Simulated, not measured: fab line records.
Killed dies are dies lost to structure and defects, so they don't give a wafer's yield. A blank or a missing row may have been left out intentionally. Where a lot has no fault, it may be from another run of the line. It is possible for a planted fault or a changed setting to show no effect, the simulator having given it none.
Comparing a struck lot with a sound one / flow nand_harc / 14 steps out of a route of 1302
Sound: wafers L597.1, L597.2, L597.5. Struck: wafer L599.2 (left out: L599.1, L599.3 of the same lot, which were not struck); the cause appears at the end.
Order at every step that has rows: each side's tool, ch and its chambers, its first start. Under that, the readings that differ: sound wafers / struck wafers / difference of the means / sigmas: that difference in standard deviations of wafers without a fault.
alike: words and numbers the same on both sides, and readings whose means are apart by under 2 such deviations; not compared: readings that were withheld, readings missing a value for some wafer, numbers with overlapping values and no deviation given by the record, and bounds like >300 which may hide the same value.
Wherever a step has rows on one side only, a row that says differs or no value, or a row with sigmas, the two part there. Non-overlapping numbers with no deviation appear without sigmas and do not part them. A reading that every wafer of one side lacks parts them only if that side has two wafers or more.

NHARC_A_DECK1_JOINT_CMP_02: polishes SiOx.
  sound on cmp-04 ch 1,2,3, day 20 03:45; struck on cmp-04 ch 2, day 20 15:53
  alike: motor_current_A, slurry_flow_ml_min
next, for these wafers, 1 step has no rows: NHARC_A_DECK1_JOINT_SRD_15.
NHARC_A_DECK1_JOINT_DEP_16: deposits SiO2, target thk 45 nm.
  sound on pecvd-02 ch 0,1, day 20 04:09; struck on pecvd-02 ch 2, day 20 16:16
reading=throttle_valve_pct (%); sound=15.5 17.2 17.2; struck=14.7; difference=-1.9; sigmas=-3
  alike: heater_power_outer_w, heater_power_w
NHARC_A_DECK1_JOINT_THK_MEAS_17: measures by ellipsometry.
  sound on film_metro-01 at day 20 04:24; struck on film_metro-02 at day 20 16:33
  alike: thk_nm
NHARC_A_DECK1_JOINT_INSPECT_05:
  sound on defect_inspect-02 at day 20 04:26; struck on defect_inspect-02 at day 20 16:35
  alike: raw_defect_count
after that, 1 step with no rows for these wafers: NHARC_A_ONON_D2_DEP_00 (target thk 1000 nm).
NHARC_A_ONON_D2_THK_MEAS_02: measures by ellipsometry.
  sound on film_metro-01 at day 20 05:01; struck on film_metro-01 at day 20 17:10
  alike: thk_nm
after that, 1 step with no rows for these wafers: NHARC_A_ONON_D2_DEP_03 (target thk 1000 nm).
NHARC_A_ONON_D2_THK_MEAS_05: measures by ellipsometry.
  sound on film_metro-02 at day 20 05:35; struck on film_metro-01 at day 20 17:44
  alike: thk_nm
after that, 1 step with no rows for these wafers: NHARC_A_ONON_D2_DEP_06 (target thk 1000 nm).
NHARC_A_ONON_D2_THK_MEAS_08: measures by ellipsometry.
  sound on film_metro-01 at day 20 06:09; struck on film_metro-01 at day 20 18:17
  alike: thk_nm
NHARC_A_ONON_D2_DEP_09: target thk 1000 nm.
  sound on pecvd_onon-04 ch 0, day 20 06:12; struck on pecvd_onon-03 ch 0, day 20 18:21
  alike: nh3_flow_sccm
NHARC_A_ONON_D2_THK_MEAS_11: measures by ellipsometry.
  sound on film_metro-01 at day 20 06:43; struck on film_metro-02 at day 20 18:52
reading=thk_nm (nm); sound=1004 1002 1004; struck=431; difference=-572; sigmas=-60
after that, 1 step with no rows for these wafers: NHARC_A_ONON_D2_DEP_12 (target thk 1000 nm).

== WHERE THEY PART ==
Last at NHARC_A_ONON_D2_THK_MEAS_11 as far as this record goes, first at NHARC_A_DECK1_JOINT_DEP_16.

WHY: the cause the simulator had injected
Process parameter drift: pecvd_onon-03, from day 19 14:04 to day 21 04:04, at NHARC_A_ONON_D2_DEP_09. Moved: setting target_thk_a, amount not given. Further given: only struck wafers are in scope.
